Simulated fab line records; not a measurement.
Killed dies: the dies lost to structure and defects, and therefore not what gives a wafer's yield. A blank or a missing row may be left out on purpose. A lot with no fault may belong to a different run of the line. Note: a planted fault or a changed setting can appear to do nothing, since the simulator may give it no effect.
A lot that was struck, set against a sound lot :: flow nand harc :: 13 out of 1302 route steps
Sound: wafers L391.1, L391.4, L391.5. Struck: wafer L400.1. (L400.2 of the same lot was not struck and is left out.) The cause comes at the end.
For every step that has rows: the tool of each side, followed by ch and its chambers, followed by its first start. Under that, the readings that differ: sound wafers :: struck wafers :: difference of the means :: sigmas: that difference in standard deviations of wafers without a fault.
alike: same words and numbers on both sides, and readings whose means sit less than 2 such deviations apart. not compared: any withheld reading, any reading some wafer has no value for, any bound like >300 that may hide the same value, and any number with overlapping values for which the record gives no deviation.
The two part at a step that has a row with sigmas, a row that says differs or no value, or rows on one side only. Numbers that have no deviation but don't overlap get no sigmas and don't part them. A reading missing from all wafers of one side parts the sides only when that side holds two or more wafers.

NHARC_A_SLIT_ETCH_29: etches the open film in CF4/O2, target depth 100 nm, overetch 10 nm, time 55 s.
  sound on rie diel-03 ch 1,3, day 20 20:52; struck on rie diel-03 ch 1, day 24 11:48
  alike: drypump motor current A, oes product au, rf vpp V, showerhead plenum p Torr, throttle valve pct
  not compared: rf hours counter h
NHARC_A_SLIT_STRIP_18: strips in O2.
  sound: rie diel-03 ch 0,2; struck: rie diel-03 ch 1
  alike: drypump motor current A, oes product au, rf vpp V, showerhead plenum p Torr, throttle valve pct
  not compared: rf hours counter h
then, 2 steps without rows for these wafers: NHARC_A_SLIT_PRECLEAN_19 (cleans in SC1); NHARC_A_SLIT_SRD_20.
NHARC_A_SLIT_CD_MEAS_21:
  struck on cd sem-03, day 24 12:20; sound on cd sem-03, day 20 21:23
  alike: cd nm
then, 3 steps without rows for these wafers: NHARC_A_SIN_REMOVE_WET_00 (chemistry H3PO4, time 15300 s); NHARC_A_SIN_REMOVE_PRECLEAN_01 (cleans in SC1); NHARC_A_SIN_REMOVE_SRD_02.
NHARC_A_SIN_REMOVE_INSPECT_04:
  struck on defect inspect-02, day 24 19:00; sound on defect inspect-01, day 21 04:01
  alike: raw defect count
NHARC_A_WL_FILL_ALD_00: deposits Al2O3, target thk 3 nm, pulse time 3 s, ald cycles 30.
  sound on ald hk-04 ch 1,2,3, day 21 04:29; struck on ald hk-02 ch 1, day 24 19:05
  alike: heater power w, precursor pulse height rel
  not compared: ald cycles
NHARC_A_WL_FILL_RTA_01: time 5 s.
  sound on rtp anneal-02 ch 0, day 21 04:42; struck on rtp anneal-02 ch 0, day 24 19:19
reading: wafer_temp_C_max
sound: 1003.8 1005.0 1003.9
struck: 1007.8
difference: +3.6
sigmas: +3
  alike: lamp power pct
NHARC_A_WL_FILL_ALD_02: deposits TiN, target thk 2 nm, pulse time 3 s, ald cycles 100.
  sound on ald metal-04 ch 0,3, day 21 04:55; struck on ald metal-04 ch 3, day 24 19:32
reading: ald cycles
sound: 100 100 100
struck: 82
difference: -18
sigmas: 
  alike: heater power w, precursor pulse height rel
next, for these wafers, 1 step has no rows: NHARC_END_SORT_01.

WHERE THEY PART
At NHARC_A_WL_FILL_RTA_01 and nowhere else, as far as this record goes. Later steps at which nothing parts them and some readings are alike: NHARC_A_WL_FILL_ALD_02.

WHY: what had been put in by the simulator
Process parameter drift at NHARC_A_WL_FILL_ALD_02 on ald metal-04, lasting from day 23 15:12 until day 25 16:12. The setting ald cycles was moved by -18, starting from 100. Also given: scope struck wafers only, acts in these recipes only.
